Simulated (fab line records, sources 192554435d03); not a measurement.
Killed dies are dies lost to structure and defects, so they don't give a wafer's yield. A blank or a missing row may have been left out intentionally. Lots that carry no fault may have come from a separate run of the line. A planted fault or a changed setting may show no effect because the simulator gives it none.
Matching of chambers | flow n5-finfet | cmp-04 running N5_GATE_CUT_CMP_43: 4 sister chambers
The step polishes SiO2. 14 wafers are shown with their chamber, then 7 later ones without.

WAFERS, EACH WITH ITS CHAMBER
wafer  | chamber | motor-current-A (A)
L075.1 | 1       | 13.6
L075.4 | 3       | 13.0
L075.5 | 2       | 14.2
L080.3 | 2       | 13.9
L080.4 | 3       | 13.4
L080.5 | 1       | 14.0
L085.3 | 3       | 13.2
L085.5 | 0       | 10.6
L085.6 | 3       | 13.8
L088.2 | 1       | 13.8
L088.5 | 2       | 14.0
L088.6 | 1       | 14.1
L089.1 | 3       | 13.3
L089.4 | 1       | 14.3

SIGNATURES, as means of the wafers listed above
reading         | chamber 0 | chamber 1 | chamber 2 | chamber 3 | scatter within a chamber
motor-current-A | 10.600    | 13.960    | 14.033    | 13.340    | 0.263
Rule: distance of a wafer from a chamber = root of the sum over the readings of ((wafer's reading minus chamber's mean) / reading's scatter) squared. The wafer belongs to the nearest chamber; if the next one is less than 2 further off, it can't be placed. The scatter: take each reading less its chamber's mean, square it, sum over the shown wafers, divide by the number of wafers less the number of chambers, and take the root.

WAFERS MISSING THEIR CHAMBER
wafer  | motor-current-A (A)
L089.6 | 13.3
L094.1 | 10.6
L094.3 | 13.6
L094.4 | 13.9
L095.2 | 10.0
L095.4 | 13.0
L095.5 | 13.1

WHICH CHAMBER EACH ONE RAN IN
wafer  | from the rows above          | in truth
L089.6 | 3                            | 3
L094.1 | 0                            | 0
L094.3 | can't be placed: 3 or 1 or 2 | 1
L094.4 | can't be placed: 1 or 2 or 3 | 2
L095.2 | 0                            | 0
L095.4 | 3                            | 3
L095.5 | 3                            | 3
Correctly placed: 5 of 7. These rows do not allow placing 2 (true chamber among the candidates in 2). Wrongly placed: 0.
